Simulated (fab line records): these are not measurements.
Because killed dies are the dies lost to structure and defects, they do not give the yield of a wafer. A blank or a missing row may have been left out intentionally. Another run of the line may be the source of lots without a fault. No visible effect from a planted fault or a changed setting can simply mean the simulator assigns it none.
Which tool did it? -- flow nand-harc -- Sampling: 6 lots, 18 wafers, 5 of 1302 route steps

== WHAT EACH GAUGE READ, for each wafer ==
NHARC_END_SORT_01.
lot,measured,on,killed-at-array
L595,day 30 04:56,prober-02,145 153 171
L599,day 31 08:21,prober-01,77 72 71

== EACH LOT AND THE TOOL THAT RAN IT (in order: tool; ch and the chambers of the sampled wafers; start) ==
lot,NHARC_A_DECK1_JOINT_ETCHBACK_00,NHARC_THIN_TSV_PRE_CLEAN_50,NHARC_THIN_TSV_ETCH_36,NHARC_THIN_TSV_STRIP_56
L586,"rie-si-03 ch 0,3, day 12 21:53","pvd-sputter-01, day 25 19:45 or earlier","rie-metal-02 ch 0,1, day 25 19:45","plasma-asher-01 ch 0,1, day 25 19:56"
L587,"rie-si-03 ch 0,1,2, day 13 05:15","pvd-sputter-03, day 26 08:28 or earlier","rie-metal-02 ch 0,1, day 26 08:28","plasma-asher-01 ch 0,1, day 26 08:34"
L595,"rie-si-06 ch 1,2,3, day 16 13:55","pvd-sputter-02, day 29 16:19 or earlier","rie-metal-03 ch 0,1, day 29 16:19","plasma-asher-01 ch 0,1, day 29 16:30"
L599,"rie-si-01 ch 0,2,3, day 17 23:52","pvd-sputter-01, day 30 22:59 or earlier","rie-metal-01 ch 0,1, day 30 22:59","plasma-asher-01 ch 0,1, day 30 23:04"
L602,"rie-si-01 ch 1,2,3, day 19 19:04","pvd-sputter-03, day 33 04:34 or earlier","rie-metal-01 ch 0,1, day 33 04:34","plasma-asher-01 ch 0,1, day 33 04:40"
L604,"rie-si-06 ch 0,2,3, day 20 11:26","pvd-sputter-02, day 32 19:33 or earlier","rie-metal-01 ch 0,1, day 32 19:33","plasma-asher-01 ch 0,1, day 32 19:39"
- NHARC_A_DECK1_JOINT_ETCHBACK_00: etches the open film in HBr, target depth 30 nm, time 17.4 s.
- NHARC_THIN_TSV_PRE_CLEAN_50: time 30 s.
- NHARC_THIN_TSV_ETCH_36: etches the open film in Cl2/BCl3, target depth 65 nm, time 18.571 s.
- NHARC_THIN_TSV_STRIP_56: strips in O2.

== THE ANSWER, worked out from the rows above alone ==
Rule: usual is defined by the lots themselves. Put in order of their means at a reading, lots are off if they are a third of the lots or fewer, leave a main group of 4 or more, and stand apart from it by a gap of 3 or more times the standard deviation of the main group's means; of several such gaps the widest counts. A main group whose means are all the same, to the digits that the tables above print for the reading, isn't used. Also off: a lot with no number at a reading for which 4 or more lots have one. Any other lot the step has rows for is counted as sound.
No lot is off on any of the readings shown, so nothing can be concluded from this.

== WHAT THE SIMULATOR PUT IN ==
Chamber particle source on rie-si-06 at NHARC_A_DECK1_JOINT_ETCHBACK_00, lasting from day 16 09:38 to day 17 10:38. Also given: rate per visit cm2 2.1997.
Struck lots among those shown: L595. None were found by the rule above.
